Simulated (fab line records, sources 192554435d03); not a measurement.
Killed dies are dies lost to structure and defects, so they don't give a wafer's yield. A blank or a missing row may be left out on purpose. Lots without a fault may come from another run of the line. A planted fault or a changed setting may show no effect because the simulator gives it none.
Chamber matching | flow n5_finfet | N5_MOL_CONTACT_COAG_CMP_28 on cmp-03: 4 sister chambers
The step polishes, stops on SiNx, t overpolish 0.85 s, target thk 14.522 nm. 4 wafers are shown with their chamber, then 9 later ones without.

WAFERS WITH THEIR CHAMBER
wafer  | chamber | time_to_endpoint_s (s)
L087.5 | 1       | 0
L089.1 | 0       | 8
L089.2 | 2       | 2
L089.3 | 3       | 6

WAFERS WITHOUT THEIR CHAMBER
wafer  | time_to_endpoint_s (s)
L090.1 | 10
L090.3 | 2
L090.5 | 2
L092.1 | 3
L092.2 | 3
L092.4 | 10
L096.4 | 0
L096.5 | 8
L096.6 | 0

WHICH CHAMBER EACH WENT THROUGH
wafer  | from the rows above          | in truth
L090.1 | can't be placed: 0 or 3      | 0
L090.3 | can't be placed: 2 or 1      | 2
L090.5 | can't be placed: 2 or 1      | 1
L092.1 | can't be placed: 2 or 1 or 3 | 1
L092.2 | can't be placed: 2 or 1 or 3 | 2
L092.4 | can't be placed: 0 or 3      | 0
L096.4 | can't be placed: 1 or 2      | 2
L096.5 | can't be placed: 0 or 3      | 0
L096.6 | can't be placed: 1 or 2      | 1
Placed correctly: 0 of 9. Can't be placed from these rows: 9 (the true chamber is among the candidates in 9). Placed wrongly: 0.
How it was worked out, from the rows above alone: a wafer's distance from a chamber is the root of the sum, over the readings, of the square of ((its reading less the chamber's mean) divided by the reading's scatter). The wafer belongs to the nearest chamber; if the next one is less than 2 further off, it can't be placed. A chamber's mean is the mean of its shown wafers. The scatter: with one shown wafer a chamber, the root of the mean of the squares of how far each hidden wafer lies from its nearest shown one.
